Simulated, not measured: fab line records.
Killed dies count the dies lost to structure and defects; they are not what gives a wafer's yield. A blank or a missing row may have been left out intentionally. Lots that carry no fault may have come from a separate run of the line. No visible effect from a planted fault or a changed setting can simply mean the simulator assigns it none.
Struck lot and sound lot, side by side	flow nand-harc	18 steps out of a route of 1302
Sound: these wafers, L417.1, L417.4, L417.5. The struck wafers were L421.1, L421.2, L421.4. The cause is given at the end.
Order at every step that has rows: each side's tool, ch and its chambers, its first start. Under that, the readings that differ: sound wafers	struck wafers	difference of the means	sigmas: that difference in standard deviations of wafers without a fault.
alike: same words and numbers on both sides, and readings whose means sit less than 2 such deviations apart. not compared: any withheld reading, any reading some wafer has no value for, any bound like >300 that may hide the same value, and any number with overlapping values for which the record gives no deviation.
A row with sigmas, a row that says differs or no value, or rows on one side alone: a step with any of these is where the two part. When numbers do not overlap yet have no deviation, they are printed without sigmas and do not part them. Lack of a reading on every wafer of one side parts them only where that side has two or more wafers.

NHARC_P_ZERO_WELL_CD_MEAS_11 targets a cd of 500 nm.
  sound on cd-sem-02 ch 0, day 6 11:15; struck on cd-sem-03 ch 0, day 8 03:14
  alike: cd-nm
then, 1 step without rows for these wafers: NHARC_P_ZERO_WELL_HARDBAKE_12 (time 65 s).
NHARC_P_ZERO_WELL_DESCUM_13: chemistry O2, time 3 s.
  sound on rie-diel-09 ch 0,1,2, day 6 11:25; struck on rie-diel-02 ch 0,1,2, day 8 03:50
  alike: drypump-motor-current-A, oes-product-au, rf-vpp-V, showerhead-plenum-p-Torr, throttle-valve-pct
  not compared: rf-hours-counter-h
NHARC_P_ZERO_WELL_ETCH_65: etches the open film in N2/H2, target depth 80 nm, overetch 24 nm, time 87.88 s.
  sound on rie-diel-09 ch 1,2,3, day 6 11:29; struck on rie-diel-02 ch 0,2,3, day 8 03:55
  alike: drypump-motor-current-A, n2-flow-sccm, oes-product-au, rf-vpp-V, showerhead-plenum-p-Torr, throttle-valve-pct
  not compared: rf-hours-counter-h
NHARC_P_ZERO_WELL_ETCH_62: etches the open film in CHF3/Ar, target depth 13 nm, time 6.5 s.
  sound on rie-diel-09 ch 0,3; struck on rie-diel-02 ch 0,1,2
  alike: drypump-motor-current-A, oes-product-au, rf-vpp-V, showerhead-plenum-p-Torr, throttle-valve-pct
  not compared: rf-hours-counter-h
NHARC_P_ZERO_WELL_ETCH_63: etches the open film in HBr/Cl2, target depth 120 nm, time 40.1 s.
  sound on rie-si-06 ch 0,2, day 6 11:41; struck on rie-si-03 ch 0,1,3, day 8 04:04
reading	sound	struck	difference	sigmas
oes-product-au (a.u.)	0.980 0.989 0.969	0.995 1.014 1.030	+0.034	+2
  alike: drypump-motor-current-A, throttle-valve-pct
  not compared: rf-hours-counter-h
then, 6 steps without rows for these wafers: NHARC_P_ZERO_WELL_STRIP_15 (strips in SPM, time 900 s); NHARC_P_ZERO_WELL_DEHYDRATE_16 (time 120 s); NHARC_P_ZERO_WELL_HMDS_17 (time 30 s); NHARC_P_ZERO_WELL_COAT_18; NHARC_P_ZERO_WELL_SOFTBAKE_19 (time 95 s); NHARC_P_ZERO_WELL_EBR_20.
NHARC_P_ZERO_WELL_EXPOSE_21: exposes mask P NWELL, target cd 720 nm.
  sound on krf-scanner-03 ch 0, day 6 12:26; struck on krf-scanner-03 ch 0, day 8 04:50
reading	sound	struck	difference	sigmas
mask	P_NWELL#0 P_NWELL#0 P_NWELL#0	P_PWELL#0 P_PWELL#0 P_PWELL#0	differs	
then, 2 steps without rows for these wafers: NHARC_P_ZERO_WELL_PEB_22 (peb time 85 s); NHARC_P_ZERO_WELL_DEVELOP_23 (time 70 s).
NHARC_P_ZERO_WELL_CD_MEAS_24 targets a cd of 720 nm.
  sound on cd-sem-01 ch 0, day 6 12:35; struck on cd-sem-02 ch 0, day 8 05:00
reading	sound	struck	difference	sigmas
cd-nm (nm)	716.3 716.3 720.4	- - -	no value on the struck wafers	
then, 1 step without rows for these wafers: NHARC_P_ZERO_WELL_HARDBAKE_25 (time 80 s).
-- the record jumps here: 22 days lie between the struck wafers' starts before and after (it left off in module P_ZERO_WELL and takes up again in module END, whose first step shown is number 1302 of the route) --
NHARC_END_SORT_01:
  sound on prober-01 ch 0, day 29 16:47; struck on prober-02 ch 0, day 30 08:03
reading	sound	struck	difference	sigmas
killed-at-periphery	4 0 2	601 577 597	+590	+99 or more
killed-dies	74 63 62	677 677 677	+611	+31
  alike: killed-at-array, killed-at-other, killed-open, killed-short

WHERE THEY PART
Last at NHARC_END_SORT_01 as far as this record goes, first at NHARC_P_ZERO_WELL_ETCH_63.

WHY: the cause the simulator had injected
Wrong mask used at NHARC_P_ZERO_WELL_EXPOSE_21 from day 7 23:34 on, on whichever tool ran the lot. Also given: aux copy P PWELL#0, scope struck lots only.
